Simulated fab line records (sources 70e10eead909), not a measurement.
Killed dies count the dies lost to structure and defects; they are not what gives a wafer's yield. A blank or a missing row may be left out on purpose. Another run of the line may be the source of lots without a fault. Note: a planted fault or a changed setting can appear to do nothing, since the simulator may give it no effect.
Which tool is to blame? :: flow nand-harc :: 6 lots with 18 wafers sampled at 4 steps, on a route of 1159 steps

== WHAT EACH GAUGE READ, for each wafer ==
NHARC_END_SORT_01.
lot: L870
measured: day 20 18:34
on: prober-01
killed-at-other: 0 1 0

lot: L873
measured: day 20 21:58
on: prober-02
killed-at-other: 0 0 0

lot: L876
measured: day 21 17:55
on: prober-01
killed-at-other: 0 0 0

lot: L885
measured: day 24 01:49
on: prober-02
killed-at-other: 3 0 1

lot: L886
measured: day 24 02:41
on: prober-01
killed-at-other: 0 0 1

lot: L890
measured: day 24 19:32
on: prober-01
killed-at-other: 0 0 1

== WHICH TOOL RAN EACH LOT (tool, then ch and the chambers of the sampled wafers, then the start) ==
lot: L870
NHARC_A_ONON_D1_DEP_19: pecvd-onon-02 ch 0, day 8 21:16
NHARC_THIN_TSV_ETCH_15: rie-si-03 ch 0,1, day 19 21:39
NHARC_THIN_TSV_DESCUM_35: rie-diel-03 ch 0,1,3, day 20 03:04

lot: L873
NHARC_A_ONON_D1_DEP_19: pecvd-onon-03 ch 0, day 9 07:50
NHARC_THIN_TSV_ETCH_15: rie-si-06 ch 1,2, day 19 23:56
NHARC_THIN_TSV_DESCUM_35: rie-diel-08 ch 1,2,3, day 20 05:05

lot: L876
NHARC_A_ONON_D1_DEP_19: pecvd-onon-03 ch 0, day 10 08:50
NHARC_THIN_TSV_ETCH_15: rie-si-06 ch 1,2,3, day 20 22:14
NHARC_THIN_TSV_DESCUM_35: rie-diel-03 ch 0,2,3, day 21 03:24

lot: L885
NHARC_A_ONON_D1_DEP_19: pecvd-onon-03 ch 0, day 12 11:28
NHARC_THIN_TSV_ETCH_15: rie-si-03 ch 1,3, day 23 06:47
NHARC_THIN_TSV_DESCUM_35: rie-diel-08 ch 2,3, day 23 11:56

lot: L886
NHARC_A_ONON_D1_DEP_19: pecvd-onon-01 ch 0, day 13 00:35
NHARC_THIN_TSV_ETCH_15: rie-si-06 ch 0,1,2, day 23 08:02
NHARC_THIN_TSV_DESCUM_35: rie-diel-08 ch 0,1, day 23 13:35

lot: L890
NHARC_A_ONON_D1_DEP_19: pecvd-onon-01 ch 0, day 13 07:18
NHARC_THIN_TSV_ETCH_15: rie-si-06 ch 0,1,2, day 24 05:24
NHARC_THIN_TSV_DESCUM_35: rie-diel-08 ch 1,2,3, day 24 10:46
- NHARC_A_ONON_D1_DEP_19: target thk 1000 nm.
- NHARC_THIN_TSV_ETCH_15: target depth 3000 nm, bosch target overetch cycles 2, bosch etch step 2.8 s.
- NHARC_THIN_TSV_DESCUM_35: chemistry O2, time 3 s.

== THE ANSWER, worked out from the rows above alone ==
Rule: the lots themselves supply what counts as usual. The widest of any qualifying gaps counts: lots, ordered by their means at a reading, are off when they make up no more than a third of the lots, leave a main group of 4 or more, and stand apart from it by 3 or more times the standard deviation of that group's means. Not used: any main group whose means are identical at the precision the tables above print for the reading. A lot without any number at a reading at which 4 lots or more have one is off too. Any other lot the step has rows for is counted as sound.
No lot is off on any of the readings shown, so nothing can be concluded from this.

== WHAT WAS PUT IN BY THE SIMULATOR ==
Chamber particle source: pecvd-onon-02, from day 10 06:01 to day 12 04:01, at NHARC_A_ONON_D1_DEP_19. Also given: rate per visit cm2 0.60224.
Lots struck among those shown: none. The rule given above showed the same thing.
